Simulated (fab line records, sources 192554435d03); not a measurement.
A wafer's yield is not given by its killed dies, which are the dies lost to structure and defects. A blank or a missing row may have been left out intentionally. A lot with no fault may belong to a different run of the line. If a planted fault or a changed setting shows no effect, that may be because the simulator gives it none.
One fault seen from 2 desks + flow n5-finfet + numbers are kept per desk, each desk with only its own; the story behind them comes last

## AT THE METROLOGY DESK
What the gauges read for every lot (on any tool): the sampled wafers with a number, averaged. The brackets show how far a lot's mean lies from the usual mean; more than 4 standard deviations puts the lot out of limits, marked OUT. Readings shown: 7 of its 11, picked as those furthest out on some lot.
Columns: A = DIBL_N at N5_BEOL_M4_RC_MEAS_101, usual 36.0 mV/V; B = DIBL_P at N5_BEOL_M4_RC_MEAS_101, usual 36.0 mV/V; C = IOFF_N at N5_BEOL_M4_RC_MEAS_101, usual 0.155 nA/um; D = IOFF_P at N5_BEOL_M4_RC_MEAS_101, usual 0.20 nA/um; E = ION_N at N5_BEOL_M4_RC_MEAS_101, usual 672 uA/um; F = SS_N at N5_BEOL_M4_RC_MEAS_101, usual 71.5 mV/dec; G = SS_P at N5_BEOL_M4_RC_MEAS_101, usual 73.2 mV/dec
| lot  | first seen here | A    | B    | C     | D    | E   | F    | G    |
|------|-----------------|------|------|-------|------|-----|------|------|
| L893 | day 7 06:57     | 39.1 | 39.8 | 0.208 | 0.27 | 694 | 71.5 | 73.7 |
| L895 | day 8 15:04     | 40.5 | 40.1 | 0.216 | 0.27 | 680 | 72.5 | 74.4 |
| L902 | day 9 18:14     | 35.8 | 35.8 | 0.160 | 0.20 | 671 | 71.8 | 73.3 |
| L904 | day 10 02:23    | 34.0 | 33.3 | 0.133 | 0.20 | 666 | 70.6 | 73.2 |
| L906 | day 10 22:53    | 38.2 | 39.2 | 0.177 | 0.22 | 677 | 71.6 | 73.9 |
| L908 | day 11 02:21    | 37.3 | 38.8 | 0.187 | 0.25 | 680 | 71.7 | 74.2 |
| L910 | day 12 00:07    | 37.6 | 36.7 | 0.168 | 0.22 | 676 | 71.6 | 73.8 |
| L913 | day 12 12:03    | 37.1 | 35.7 | 0.166 | 0.22 | 669 | 71.4 | 73.5 |
| L912 | day 12 15:51    | 33.5 | 33.7 | 0.129 | 0.17 | 672 | 71.0 | 72.8 |
This desk found nothing out of limits on any of the 9 lots.

## FOR THE TOOL OWNER'S DESK: ald-sin-02
The tool's own readings at N5_BEOL_M2_ALD_98 (deposits SiO2, target thk 2.5 nm, pulse time 1 s, co reactant pulse time 1 s): means of the sampled wafers that have a number, for each lot that ran on this tool. The brackets show how far a lot's mean lies from the usual mean; more than 4 standard deviations puts the lot out of limits, marked OUT.
Columns: A = heater-power-w at N5_BEOL_M2_ALD_98, usual 81 W; B = precursor-pulse-height-rel at N5_BEOL_M2_ALD_98, usual 1.000
| lot  | first seen here | A  | B     |
|------|-----------------|----|-------|
| L895 | day 8 15:59     | 87 | 1.006 |
| L902 | day 9 19:08     | 87 | 0.991 |
| L904 | day 10 03:03    | 89 | 0.986 |
This desk found nothing out of limits on any of the 3 lots.

## PUT TOGETHER
At the metrology desk, nothing out of limits was observed.
The tool owner's desk saw nothing out of limits.

## WHAT THE SIMULATOR HAD PUT IN
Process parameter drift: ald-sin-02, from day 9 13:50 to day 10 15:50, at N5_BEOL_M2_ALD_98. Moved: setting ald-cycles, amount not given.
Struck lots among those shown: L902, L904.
